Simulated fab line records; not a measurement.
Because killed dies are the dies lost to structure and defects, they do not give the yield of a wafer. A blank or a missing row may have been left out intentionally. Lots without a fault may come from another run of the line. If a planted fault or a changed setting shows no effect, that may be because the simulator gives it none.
fab line records	flow n5Finfet	part 2 of 2: steps 4 to 6 of 6
record: lots: 22	wafers: 66	lastDay: 19
route steps=1938 shown BEOL_M9@1419 BEOL_M10@1491
lots untouched by any fault: they come from a run of this same line in which no faults occurred
startH: start of the lot's first displayed wafer, in hours after the record's first day	waitH: hours since the lot's step before	" identical to the entry in the row above	L1.1+2: a row that stands for several wafers	- either no value or no given start	* or withheld: withheld	< > ~ a bound
route shown NAME@n: NAME is a module with steps in the file, n the number in the route of the first one	usual: average and standard deviation across the fault-free wafers	same: alike in all rows	chamber/n: place in a boat	sites: the reading at each site	_std_site: the standard deviation of these	_edge_site: the outer-site mean with the inner-site mean subtracted	radiusMm: for every site, how far away it sits from the centre of the wafer	mask NAME#n: copy n	behind: the tool/chamber that last shaped the wafer	hold: reason for holding the lot/hours on hold/outcome of the hold	device: transistor that didn't switch, given as n, p or np	end of line: the tests these same wafers got at the end of their route	where a step has no rows: the recipe by itself	killed: not the wafer's yield, but the dies lost to structure and defects at the first sort	map: dies across one wafer; x = killed, . = not, _ = none there
set.NAME: the setting as run; set.NAME@STEP: as run at that earlier step	model.NAME: the simulator's own value behind a step, which no gauge read
the route's steps for a sample of lots (tables are steps, rows are wafers)
services: the hour from which a tool's chamber was out of use, counted from the record's first day as startH (under 0 if before that day), plus the number of hours and why
== steps ==
step: N5_BEOL_M9_VIA_ETCH_34
recipe: chemistry: C4F6/O2	target: SiCOH_lowk	targetDepthA: 1824	maskMaterial: SOC	taperDeg: 4	timeS: 68.4	ionEnergyEv: 250	pressureMtorr: 30	sourceW: 345	biasW: 185	Ar_flow_sccm: 300	C4F6_flow_sccm: 10	O2_flow_sccm: 10
usual: drypumpMotorCurrentA: 5.7/0.54	oesProductAu: 0.77/0.065	rfVppV: 669/8.7	showerheadPlenumPTorr: 2.84/0.087	throttleValvePct: 20.90/0.26
lot.wafer	tool	chamber	startH	waitH	drypumpMotorCurrentA	oesProductAu	rfHoursCounterH	rfVppV	showerheadPlenumPTorr	throttleValvePct
L074.2	rieDiel-06	2	246.47	0.0	5.9	0.73	175	677	2.98	21.03
L074.5	"	1	"	"	5.2	0.90	-	652	2.93	21.17
L074.6	"	0	"	"	6.6	0.88	-	663	2.88	20.30
L075.2	rieDiel-01	3	247.16	0.0	6.2	0.85	61	673	2.76	20.51
L075.4	"	1	"	"	5.8	0.70	211	665	2.72	21.12
L075.5	"	0	"	"	6.1	0.69	-	681	2.82	21.04
L078.1	rieDiel-03	3	256.16	0.0	4.7	0.74	153	659	2.74	20.99
L078.2	"	1	"	"	5.0	0.79	119	672	2.74	21.12
L078.6	"	2	"	"	5.1	0.77	-	660	2.87	20.90
L076.2	rieDiel-06	3	265.47	0.0	6.0	0.73	172	672	2.83	20.76
L076.4	"	2	"	"	6.0	0.72	181	676	2.98	21.04
L076.6	"	1	"	"	5.2	0.88	-	653	2.92	21.15
L079.1	rieDiel-01	2	266.08	0.0	5.9	0.75	125	675	2.97	20.98
L079.4	"	0	"	"	6.1	0.69	198	679	2.81	21.06
L079.5	"	3	"	"	6.3	0.84	-	670	2.76	20.52
L080.1	rieDiel-01	0	269.91	0.0	6.1	0.69	199	680	2.81	21.07
L080.3	"	3	"	"	6.3	0.84	66	671	2.76	20.51
L080.6	"	2	"	"	5.9	0.76	-	676	2.97	20.99
L081.3	rieDiel-06	0	277.12	0.0	6.6	0.87	60	665	2.88	20.29
L081.5	"	3	"	"	6.0	0.74	-	675	2.83	20.77
L081.6	"	0	"	"	6.6	0.87	-	662	2.88	20.29
L082.3	rieDiel-06	3	288.31	0.0	6.0	0.73	178	674	2.82	20.79
L082.5	"	0	"	"	6.6	0.86	-	662	2.88	20.31
L082.6	"	1	"	"	5.2	0.88	-	654	2.92	21.19
L083.2	rieDiel-03	0	296.24	0.0	5.5	0.86	44	681	2.89	20.76
L083.3	"	2	"	"	5.1	0.78	118	658	2.87	20.90
L083.4	"	3	"	"	4.7	0.75	161	657	2.73	20.97
L085.4	rieDiel-06	1	296.29	0.0	5.2	0.86	48	653	2.92	21.18
L085.5	"	2	"	"	6.0	0.71	-	674	2.97	21.05
L085.6	"	3	"	"	5.9	0.72	-	674	2.82	20.78
L086.2	rieDiel-03	2	304.00	0.0	5.1	0.77	120	657	2.87	20.90
L086.5	"	0	"	"	5.5	0.87	-	681	2.89	20.81
L086.6	"	3	"	"	4.7	0.74	-	660	2.73	21.00
L087.4	rieDiel-03	0	320.50	0.0	5.5	0.85	51	682	2.88	20.79
L087.5	"	3	"	"	4.7	0.74	-	660	2.73	21.00
L087.6	"	0	"	"	5.5	0.86	-	681	2.88	20.81
L088.2	rieDiel-01	0	334.62	0.0	6.1	0.67	221	681	2.80	21.11
L088.3	"	2	"	"	5.9	0.73	149	676	2.96	21.00
L088.4	"	1	"	"	5.8	0.68	238	666	2.71	21.18
L089.1	rieDiel-06	1	339.35	0.0	5.2	0.85	62	652	2.91	21.19
L089.5	"	1	"	"	5.2	0.84	-	652	2.91	21.21
L089.6	"	2	"	"	6.0	0.71	-	676	2.97	21.07
L090.3	rieDiel-06	2	344.26	0.0	6.0	0.70	206	675	2.97	21.07
L090.4	"	0	"	"	6.6	0.84	83	663	2.87	20.33
L090.5	"	1	"	"	5.2	0.84	-	652	2.91	21.20
L093.3	rieDiel-01	3	345.04	0.0	6.2	0.81	92	669	2.75	20.56
L093.4	"	2	"	"	5.9	0.72	151	676	2.96	21.00
L093.6	"	3	"	"	6.2	0.81	-	670	2.75	20.55
L091.1	rieDiel-03	3	345.17	0.0	4.7	0.75	171	659	2.73	21.00
L091.2	"	0	"	"	5.5	0.84	56	682	2.88	20.80
L091.4	"	2	"	"	5.1	0.76	130	658	2.86	20.93
L092.1	rieDiel-06	0	359.59	0.0	6.6	0.83	86	662	2.87	20.36
L092.3	"	3	"	"	6.0	0.71	199	674	2.81	20.82
L092.5	"	3	"	"	6.0	0.71	-	674	2.81	20.80
L094.1	rieDiel-01	3	373.67	0.0	6.3	0.80	101	670	2.74	20.58
L094.2	"	0	"	"	6.0	0.67	231	679	2.80	21.11
L094.5	"	2	"	"	5.8	0.73	-	674	2.95	21.03
L096.2	rieDiel-03	3	381.64	0.0	4.7	0.73	181	658	2.72	21.02
L096.3	"	0	"	"	5.5	0.83	65	681	2.88	20.83
L096.6	"	1	"	"	5.0	0.77	-	671	2.73	21.16
L095.1	rieDiel-01	0	381.68	0.0	6.1	0.67	233	679	2.80	21.10
L095.4	"	1	"	"	5.8	0.69	250	664	2.71	21.21
L095.5	"	2	"	"	5.9	0.73	-	675	2.95	21.03
L097.3	rieDiel-01	2	383.84	0.0	5.8	0.73	164	674	2.95	21.03
L097.4	"	2	"	"	5.8	0.73	-	675	2.95	21.02
L097.5	"	0	"	"	6.1	0.66	-	678	2.80	21.08
step: N5_BEOL_M9_OCD_MEAS_38
usual: trenchDepthNm: 150.6/2.9
lot.wafer	tool	chamber	startH	waitH	trenchDepthNm
L074.2	ocd-01	-	246.75	-	150.3
L074.5	"	-	"	"	154.3
L074.6	"	-	"	"	150.6
L075.2	ocd-02	-	247.44	-	150.6
L075.4	"	-	"	"	151.9
L075.5	"	-	"	"	148.8
L078.1	ocd-02	-	256.44	-	152.9
L078.2	"	-	"	"	156.8
L078.6	"	-	"	"	151.5
L076.2	ocd-02	-	265.75	-	145.1
L076.4	"	-	"	"	147.5
L076.6	"	-	"	"	154.2
L079.1	ocd-01	-	266.35	-	148.0
L079.4	"	-	"	"	148.9
L079.5	"	-	"	"	150.4
L080.1	ocd-01	-	270.19	-	149.3
L080.3	"	-	"	"	151.5
L080.6	"	-	"	"	148.0
L081.3	ocd-02	-	277.40	-	150.4
L081.5	"	-	"	"	146.2
L081.6	"	-	"	"	149.3
L082.3	ocd-02	-	288.59	-	145.9
L082.5	"	-	"	"	148.9
L082.6	"	-	"	"	154.0
L083.2	ocd-02	-	296.51	-	149.5
L083.3	"	-	"	"	151.5
L083.4	"	-	"	"	150.5
L085.4	ocd-02	-	296.57	-	155.0
L085.5	"	-	"	"	147.8
L085.6	"	-	"	"	146.0
L086.2	ocd-02	-	304.28	-	151.6
L086.5	"	-	"	"	150.8
L086.6	"	-	"	"	152.0
L087.4	ocd-02	-	320.78	-	152.1
L087.5	"	-	"	"	150.8
L087.6	"	-	"	"	150.5
L088.2	ocd-02	-	334.90	-	146.5
L088.3	"	-	"	"	147.7
L088.4	"	-	"	"	150.8
L089.1	ocd-02	-	339.62	-	154.6
L089.5	"	-	"	"	155.1
L089.6	"	-	"	"	147.2
L090.3	ocd-02	-	344.54	-	148.5
L090.4	"	-	"	"	150.8
L090.5	"	-	"	"	156.8
L093.3	ocd-02	-	345.32	-	152.0
L093.4	"	-	"	"	149.8
L093.6	"	-	"	"	153.4
L091.1	ocd-01	-	345.44	-	153.0
L091.2	"	-	"	"	151.4
L091.4	"	-	"	"	152.2
L092.1	ocd-01	-	359.87	-	150.9
L092.3	"	-	"	"	143.1
L092.5	"	-	"	"	144.5
L094.1	ocd-02	-	373.95	-	150.7
L094.2	"	-	"	"	148.8
L094.5	"	-	"	"	148.3
L096.2	ocd-02	-	381.92	-	151.8
L096.3	"	-	"	"	150.9
L096.6	"	-	"	"	157.5
L095.1	ocd-01	-	381.96	-	146.9
L095.4	"	-	"	"	151.5
L095.5	"	-	"	"	147.8
L097.3	ocd-02	-	384.12	-	148.7
L097.4	"	-	"	"	148.9
L097.5	"	-	"	"	147.4
step: N5_BEOL_M10_HM_OPEN_17
recipe: chemistry: Cl2/BCl3	targetDepthA: 200	overetchA: 60	target: TiN	maskMaterial: SOC	ionEnergyEv: 150	pressureMtorr: 10	icpW: 1000	biasW: 126	Cl2_flow_sccm: 53.25	bcl3FlowSccm: 21.75	Ar_flow_sccm: 25
usual: drypumpMotorCurrentA: 5.6/0.41	oesProductAu: 0.64/0.085	throttleValvePct: 22.26/0.22
lot.wafer	tool	chamber	startH	waitH	drypumpMotorCurrentA	oesProductAu	rfHoursCounterH	throttleValvePct
L074.2	rieMetal-01	1	252.98	0.1	5.4	0.68	-	22.40
L074.5	"	1	"	"	5.4	0.67	-	22.39
L074.6	"	1	"	"	5.4	0.68	-	22.40
L075.2	rieMetal-03	1	253.72	0.0	5.1	0.57	93	22.05
L075.4	"	1	"	"	5.1	0.58	-	22.05
L075.5	"	0	"	"	5.2	0.58	-	22.55
L078.1	rieMetal-03	1	261.92	0.0	5.1	0.57	94	22.06
L078.2	"	0	"	"	5.2	0.58	91	22.57
L078.6	"	0	"	"	5.2	0.58	-	22.57
L076.2	rieMetal-01	0	272.38	0.0	6.2	0.56	98	21.93
L076.4	"	0	"	"	6.1	0.56	-	21.94
L076.6	"	0	"	"	6.1	0.56	-	21.95
L079.1	rieMetal-02	1	274.31	0.0	6.1	0.68	29	22.26
L079.4	"	1	"	"	6.1	0.70	-	22.25
L079.5	"	1	"	"	6.1	0.69	-	22.25
L080.1	rieMetal-01	0	274.93	0.0	6.1	0.57	98	21.93
L080.3	"	0	"	"	6.1	0.56	-	21.93
L080.6	"	0	"	"	6.1	0.56	-	21.93
L081.3	rieMetal-02	0	283.80	0.1	5.1	0.87	-	22.10
L081.5	"	1	"	"	6.1	0.69	-	22.28
L081.6	"	0	"	"	5.1	0.86	-	22.09
L082.3	rieMetal-02	1	297.09	0.1	6.1	0.68	-	22.27
L082.5	"	0	"	"	5.1	0.84	-	22.11
L082.6	"	1	"	"	6.1	0.69	-	22.25
L083.2	rieMetal-02	0	305.75	0.0	5.2	0.84	1	22.11
L083.3	"	1	"	"	6.1	0.69	-	22.25
L083.4	"	0	"	"	5.2	0.84	-	22.07
L085.4	rieMetal-03	0	306.14	0.1	5.2	0.57	-	22.59
L085.5	"	1	"	"	5.1	0.56	-	22.07
L085.6	"	0	"	"	5.3	0.56	-	22.58
L086.2	rieMetal-01	1	311.76	0.0	5.4	0.65	50	22.41
L086.5	"	1	"	"	5.4	0.65	-	22.42
L086.6	"	0	"	"	6.1	0.56	-	21.97
L087.4	rieMetal-01	1	325.54	0.1	5.5	0.66	-	22.42
L087.5	"	1	"	"	5.4	0.66	-	22.41
L087.6	"	0	"	"	6.1	0.56	-	21.95
L088.2	rieMetal-01	1	349.73	0.0	5.4	0.66	52	22.42
L088.3	"	1	"	"	5.4	0.65	-	22.40
L088.4	"	0	"	"	6.1	0.56	-	21.95
L090.3	rieMetal-01	1	352.21	0.7	5.5	0.65	-	22.43
L090.4	"	0	"	"	6.1	0.56	-	21.97
L090.5	"	0	"	"	6.1	0.56	-	21.94
L089.1	rieMetal-03	1	352.57	1.7	5.1	0.55	102	22.10
L089.5	"	0	"	"	5.2	0.56	-	22.60
L089.6	"	1	"	"	5.1	0.56	-	22.09
L091.1	rieMetal-02	1	352.64	0.2	6.2	0.67	35	22.29
L091.2	"	0	"	"	5.1	0.78	6	22.14
L091.4	"	0	"	"	5.1	0.80	-	22.13
L093.3	rieMetal-01	0	352.67	0.9	6.1	0.56	-	21.97
L093.4	"	1	"	"	5.4	0.65	-	22.40
L093.6	"	1	"	"	5.5	0.65	-	22.43
L092.1	rieMetal-01	1	364.59	0.0	5.4	0.65	53	22.43
L092.3	"	1	"	"	5.4	0.65	-	22.43
L092.5	"	1	"	"	5.4	0.65	-	22.42
L094.1	rieMetal-01	1	382.96	0.0	5.4	0.64	56	22.43
L094.2	"	1	"	"	5.4	0.64	-	22.43
L094.5	"	1	"	"	5.4	0.65	-	22.43
L096.2	rieMetal-02	1	388.67	0.0	6.0	0.67	39	22.27
L096.3	"	0	"	"	5.1	0.79	-	22.10
L096.6	"	0	"	"	5.1	0.79	-	22.10
L095.1	rieMetal-03	0	388.93	0.0	5.2	0.56	103	22.58
L095.4	"	0	"	"	5.2	0.55	-	22.59
L095.5	"	0	"	"	5.2	0.56	-	22.59
L097.3	rieMetal-01	1	391.52	0.1	5.4	0.64	-	22.44
L097.4	"	0	"	"	6.1	0.82	-	21.82
L097.5	"	1	"	"	5.4	0.64	-	22.43
== services ==
tool	chamber	startH	hours	kind
rieDiel-06	2	224.10	3.8	repair
rieMetal-01	0	246.35	12.9	repair
rieMetal-03	-	255.91	1.1	repair
rieDiel-03	2	257.70	2.6	repair
rieMetal-02	0	263.37	-	clean
rieMetal-02	0	263.37	16.7	scheduledDown
rieMetal-02	0	263.37	16.7	ventCycle
rieDiel-03	-	281.46	14.6	pm
rieDiel-03	0	348.81	7.2	repair
rieMetal-01	0	354.73	-	clean
rieMetal-01	0	354.73	34.2	scheduledDown
rieMetal-01	0	354.73	34.2	ventCycle
rieDiel-01	1	381.93	-	clean
rieDiel-01	1	381.93	-	consumableReplace:focusRing
rieDiel-01	1	381.93	-	consumableReplace:showerhead
rieDiel-01	1	381.93	34.8	scheduledDown
rieDiel-01	1	381.93	34.8	ventCycle
rieMetal-03	1	385.20	-	clean
rieMetal-03	1	385.20	16.9	scheduledDown
rieMetal-03	1	385.20	16.9	ventCycle
rieDiel-06	3	390.17	4.9	repair
